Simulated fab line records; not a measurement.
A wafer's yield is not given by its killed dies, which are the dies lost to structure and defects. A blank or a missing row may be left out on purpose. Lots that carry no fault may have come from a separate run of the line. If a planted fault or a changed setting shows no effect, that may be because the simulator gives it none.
Code-filled problem report in 8D (eight disciplines) form + flow n5_finfet + the parts of the form that need people (team, actions taken, sign-off) are left out

== 1. PROBLEM STATEMENT ==
susceptor_temp_C at N5_SD_EPI_N_EPI_21 reads a mean of 677.0 C on 6 wafers of 2 lots; wafers without a fault read 680.0 C with a standard deviation of 0.31. That puts it -9.7 standard deviations away from the usual mean.
The step: deposits Si:P, time 690 s.
First seen on wafer L261.1, day 6 07:30, on epi_rpcvd-01. The record has a number at this step for 34 wafers belonging to 12 lots. By rule, "out" or "out of limits" means more than 4 standard deviations away from the usual mean. The rest of the wafers with a number are treated as sound.

== 2. WHAT IT IS, AND WHAT IT ISN'T ==
| question                    | is                                     | is not                                                                    |
|-----------------------------|----------------------------------------|---------------------------------------------------------------------------|
| which readings at this step | susceptor_temp_C, susceptor_temp_C_max | -                                                                         |
| which lots                  | L261, L263                             | L249, L250, L251, L252, L253, L254, L255, L260, L267, L272                |
| which wafers of those lots  | all that have a number                 | -                                                                         |
| read on which tools         | epi_rpcvd-01                           | epi_rpcvd-02, epi_rpcvd-04                                                |
| when                        | from day 6 07:30                       | up to then (22 sound wafers); but 6 sound wafers of L267, L272 came after |

== 3. THE SUSPECTS, EACH WITH WHAT RULES IT OUT ==
Counting: a tool stays on the suspect list if, at a process step up to the reading, it processed all lots that are out and no sound lot following the first of them.
- rie_diel-02 at N5_DUMMY_GATE_ETCH_42 (etches SiO2 in CHF3/O2, target depth 3.5 nm, time 31 s): kept. All lots that are out passed through it, beginning with L261 at day 6 03:11, and no sound lot followed; its final sound lot before that point was L255 at day 4 10:23.
- epi_rpcvd-01 at N5_SD_EPI_N_EPI_21 (deposits Si:P, time 690 s): kept. All lots that are out passed through it, beginning with L261 at day 6 07:30, and no sound lot followed; its final sound lot before that point was L252 at day 3 19:38. Out on those wafers are its own readings of susceptor_temp_C, susceptor_temp_C_max.
The count leaves epi_rpcvd-01 at N5_SD_EPI_N_EPI_21 and rie_diel-02 at N5_DUMMY_GATE_ETCH_42.

== 4. THE CAUSE (what the simulator had put in) ==
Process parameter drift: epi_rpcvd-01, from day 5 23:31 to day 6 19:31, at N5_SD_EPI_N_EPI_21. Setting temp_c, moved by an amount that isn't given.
Of the 2 suspects that counting leaves, this tool is one.

== 5. SEQUENCE OF EFFECTS, ordered by route ==
Each row: a reading where the mean over the struck wafers with a number is more than 3 standard deviations away from the usual. Only readings whose record carries a usual standard deviation are examined. hours: median over the lots of the time between each lot's start at the first step of this table that gives one and its start at this step. sigmas: the change, counted in usual standard deviations.
| hours | step               | reading              | usual   | on struck wafers | change | sigmas |
|-------|--------------------|----------------------|---------|------------------|--------|--------|
| 0     | N5_SD_EPI_N_EPI_21 | susceptor_temp_C     | 680.0 C | 677.0            | -3.0   | -9.7   |
| 0     | N5_SD_EPI_N_EPI_21 | susceptor_temp_C_max | 681.4   | 678.4            | -3.0   | -7.4   |
The process steps in it:
- N5_SD_EPI_N_EPI_21: deposits Si:P, time 690 s.

== 6. WHAT WOULD HAVE CAUGHT IT SOONER ==
In this record no reading fell out of limits until day 6 07:30, 8 hours after the fault had begun at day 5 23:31.
